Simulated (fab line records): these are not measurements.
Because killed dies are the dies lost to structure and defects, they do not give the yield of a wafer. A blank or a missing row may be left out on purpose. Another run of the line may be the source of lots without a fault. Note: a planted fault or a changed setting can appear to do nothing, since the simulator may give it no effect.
Comparing a struck lot with a sound one / flow nandHarc / 14 steps out of a route of 1159
Sound: these wafers, L325.1, L325.5, L325.6. Struck: wafers L342.3, L342.4, L342.6. At the end, the cause is stated.
Per side, at each step with rows, come the tool, then ch with its chambers, and then its first start. Under that, the readings that differ: sound wafers / struck wafers / difference of the means / sigmas: that difference in standard deviations of wafers without a fault.
alike: a reading whose means differ by less than 2 such deviations, as well as words and numbers matching on both sides. not compared: withheld readings; readings where some wafer has no value; bounds like >300 that might hide an equal value; numbers whose values overlap and for which the record gives no deviation.
The two part at a step that has a row with sigmas, a row that says differs or no value, or rows on one side only. Numbers that have no deviation but don't overlap get no sigmas and don't part them. A reading missing from all wafers of one side parts the sides only when that side holds two or more wafers.

NHARC_P_M1_CMP_23: polishes, t overpolish 20 s, target thk 157.82 nm.
  sound on cmp-02 ch 1,2,3, day 6 20:17; struck on cmp-04 ch 0,1,3, day 10 13:44
  alike: motorCurrentA, timeToEndpointS
NHARC_P_M1_THK_MEAS_24: measures by xrf.
  sound on filmMetro-01, day 6 20:33; struck on filmMetro-01, day 10 14:01
  alike: thkNm
then, 1 step without rows for these wafers: NHARC_P_M1_SRD_25.
NHARC_P_M1_INSPECT_27:
  sound on defectInspect-02, day 6 20:42; struck on defectInspect-02, day 10 14:11
  alike: rawDefectCount
NHARC_P_M1_PRE_CLEAN_32: time 12 s.
  sound on pecvd-03 ch 0,1,2, day 6 20:46; struck on pecvd-04 ch 0,1,2, day 10 14:15
  alike: heaterPowerW
NHARC_P_M1_DEP_33: deposits SiCN, target thk 30 nm.
  sound on pecvd-03 ch 0,1,2, day 6 20:51; struck on pecvd-04 ch 0,1,2, day 10 14:20
  alike: chamberPressureTorr, heaterPowerW
then, 5 steps without rows for these wafers: NHARC_P_M2_DEP_00 (deposits SiOC, target thk 182.5 nm); NHARC_P_M2_DEHYDRATE_01 (time 120 s); NHARC_P_M2_HMDS_02 (time 30 s); NHARC_P_M2_COAT_34 (time 65 s); NHARC_P_M2_COAT_03 (resist thk 90 nm).
NHARC_P_M2_SOFTBAKE_04: time 55 s.
  sound on lithoTrack-06 ch 0, day 6 21:00; struck on lithoTrack-01 ch 0, day 10 15:00
reading=heaterPowerTotalW (W); sound=188.52 188.39 188.42; struck=179.37 179.45 179.37; difference=-9.05; sigmas=-65
then, 1 step without rows for these wafers: NHARC_P_M2_EBR_05.
-- record jumps: 13 days between struck wafers' starts before vs after; left off in module P_M2, resumes in module END, first step shown is number 1159 of the route --
NHARC_END_SORT_01:
  only the struck wafers appear in the record here, on prober-01 ch 0 at day 24 01:21; the sound ones have no rows

## WHERE THEY PART
First at NHARC_P_M2_SOFTBAKE_04; last, within this record, at NHARC_END_SORT_01.

WHY: what had been put in by the simulator
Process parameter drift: lithoTrack-01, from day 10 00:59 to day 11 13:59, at NHARC_P_M2_SOFTBAKE_04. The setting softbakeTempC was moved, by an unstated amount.
